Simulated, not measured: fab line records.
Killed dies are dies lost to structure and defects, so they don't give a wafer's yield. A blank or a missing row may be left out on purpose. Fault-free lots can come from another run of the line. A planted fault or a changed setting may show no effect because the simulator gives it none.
Comparing a struck lot with a sound one	flow n5Finfet	36 out of 1938 route steps
Sound: wafers L290.1, L290.3, L290.5. Wafers struck: L275.1, L275.3, L275.4. At the end, the cause is stated.
Per side, at each step with rows, come the tool, then ch with its chambers, and then its first start. Under that, the readings that differ: sound wafers	struck wafers	difference of the means	sigmas: that difference in standard deviations of wafers without a fault.
alike: readings with means less than 2 such deviations apart, plus words and numbers identical on both sides. not compared: withheld readings, readings lacking a value on some wafer, bounds such as >300 that could conceal the same value, and numbers that have no deviation in the record and whose values overlap.
The two part at a step that has a row with sigmas, a row that says differs or no value, or rows on one side only. Non-overlapping numbers with no deviation appear without sigmas and do not part them. A reading that every wafer of one side lacks parts them only if that side has two wafers or more.

first, 9 steps without rows for these wafers: N5_WELL_APT_HMDS_01 (time 60 s); N5_WELL_APT_COAT_02 (resist thk 950 nm); N5_WELL_APT_EBR_04; N5_WELL_APT_SOFTBAKE_03 (time 60 s); N5_WELL_APT_EXPOSE_05 (exposes mask NWELL, defocus 0 nm, target cd 200 nm); N5_WELL_APT_PEB_06 (peb time 90 s); N5_WELL_APT_DEVELOP_07 (develop time 45 s); N5_WELL_APT_HARDBAKE_12 (time 120 s); N5_WELL_APT_DESCUM_13 (chemistry O2, time 7.9 s).
N5_WELL_APT_IMPLANT_14:
  sound on implanter-02 ch 0, day 7 01:59; struck on implanter-01 ch 0, day 3 07:55
reading	sound	struck	difference	sigmas
doseIonsCm2	1.4969e+13 1.4997e+13 1.4982e+13	1.8968e+13 1.8958e+13 1.8957e+13	+3.9783e+12	+99 or more
faradayCurrentUA	192 187 188	237 246 237	+51	+13
  alike: beamOnS
then, 25 steps without rows for these wafers: N5_WELL_APT_IMPLANT_15; N5_WELL_APT_STRIP_16 (strips in SPM, time 900 s); N5_WELL_APT_HMDS_18 (time 60 s); N5_WELL_APT_COAT_19 (resist thk 950 nm); N5_WELL_APT_EBR_21; N5_WELL_APT_SOFTBAKE_20 (time 60 s); N5_WELL_APT_EXPOSE_22 (exposes mask PWELL, defocus 0 nm, target cd 200 nm); N5_WELL_APT_PEB_23 (peb time 90 s); N5_WELL_APT_DEVELOP_24 (develop time 45 s); N5_WELL_APT_HARDBAKE_29 (time 120 s); N5_WELL_APT_DESCUM_30 (chemistry O2, time 7.9 s); N5_WELL_APT_IMPLANT_31; N5_WELL_APT_IMPLANT_32; N5_WELL_APT_STRIP_33 (strips in SPM, time 900 s); N5_WELL_APT_RTA_34 (time 10 s); N5_WELL_APT_OXIDE_STRIP_42 (strips SiO2 in dHF, time 45 s, target depth 12 nm); N5_WELL_APT_PRECLEAN_36 (cleans in O3/DIW, time 45 s); N5_WELL_APT_PRECLEAN_39 (cleans in dHF, time 60 s); N5_WELL_APT_SRD_37 (time 30 s); N5_WELL_APT_EPI_41 (deposits Si from SiH4/H2, target thk 50 nm, time 297.7 s); N5_PMOS_HMC_CHANNEL_EPI_HM_DEP_34 (deposits SiO2 from TEOS/O2, target thk 36 nm, time 6.9 s); N5_PMOS_HMC_CHANNEL_EPI_COAT_31 (time 60 s, resist thk 66 nm); N5_PMOS_HMC_CHANNEL_EPI_COAT_03 (resist thk 205 nm); N5_PMOS_HMC_CHANNEL_EPI_EBR_05; N5_PMOS_HMC_CHANNEL_EPI_SOFTBAKE_04 (time 60 s).
N5_BEOL_M4_RC_MEAS_101:
  the record has rows for the sound wafers here (prober-01 ch 0, day 14 04:18) and none for the struck ones

WHERE THEY PART
At N5_WELL_APT_IMPLANT_14 first; at N5_BEOL_M4_RC_MEAS_101 last (within this record only).

WHY: the cause the simulator had injected
Process parameters drifting: implanter-01 at N5_WELL_APT_IMPLANT_14, beginning at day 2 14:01. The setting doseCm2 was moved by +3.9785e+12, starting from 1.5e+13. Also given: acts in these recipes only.
